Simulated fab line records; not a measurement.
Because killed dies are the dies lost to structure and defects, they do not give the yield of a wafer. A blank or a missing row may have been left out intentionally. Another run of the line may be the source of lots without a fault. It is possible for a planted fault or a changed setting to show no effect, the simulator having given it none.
Matching of chambers + flow n5_finfet + rie_diel-06 running N5_BEOL_M0_SAQP_STRIP_108: 4 sister chambers
The step strips in N2/H2. 4 wafers are shown with their chamber, then 10 later ones without.

== WAFERS, EACH WITH ITS CHAMBER ==
| wafer  | chamber | throttle_valve_pct (%) |
|--------|---------|------------------------|
| L082.1 | 3       | 18.7                   |
| L082.5 | 0       | 19.5                   |
| L084.2 | 1       | 18.3                   |
| L084.3 | 2       | 19.3                   |

== WAFERS WITHOUT THEIR CHAMBER ==
| wafer  | throttle_valve_pct (%) |
|--------|------------------------|
| L084.6 | 19.3                   |
| L085.2 | 19.3                   |
| L085.4 | 19.5                   |
| L085.5 | 19.3                   |
| L086.2 | 19.3                   |
| L086.3 | 18.8                   |
| L086.6 | 18.3                   |
| L092.1 | 19.3                   |
| L092.2 | 18.8                   |
| L092.4 | 18.3                   |

== WHICH CHAMBER EACH ONE RAN IN ==
| wafer  | from the rows above | in truth |
|--------|---------------------|----------|
| L084.6 | 2                   | 2        |
| L085.2 | 2                   | 2        |
| L085.4 | 0                   | 0        |
| L085.5 | 2                   | 2        |
| L086.2 | 2                   | 2        |
| L086.3 | 3                   | 3        |
| L086.6 | 1                   | 1        |
| L092.1 | 2                   | 2        |
| L092.2 | 3                   | 3        |
| L092.4 | 1                   | 1        |
10 of 10 placed correctly. Number that these rows cannot place: 0. Placed wrongly: 0.
How it was worked out, from the rows above alone: a wafer's distance from a chamber is the root of the sum, over the readings, of the square of ((its reading less the chamber's mean) divided by the reading's scatter). The wafer belongs to the nearest chamber; if the next one is less than 2 further off, it can't be placed. The mean given for a chamber averages the wafers shown for that chamber. The scatter: root of mean squared gap, hidden wafer to nearest shown wafer, with one shown wafer a chamber.
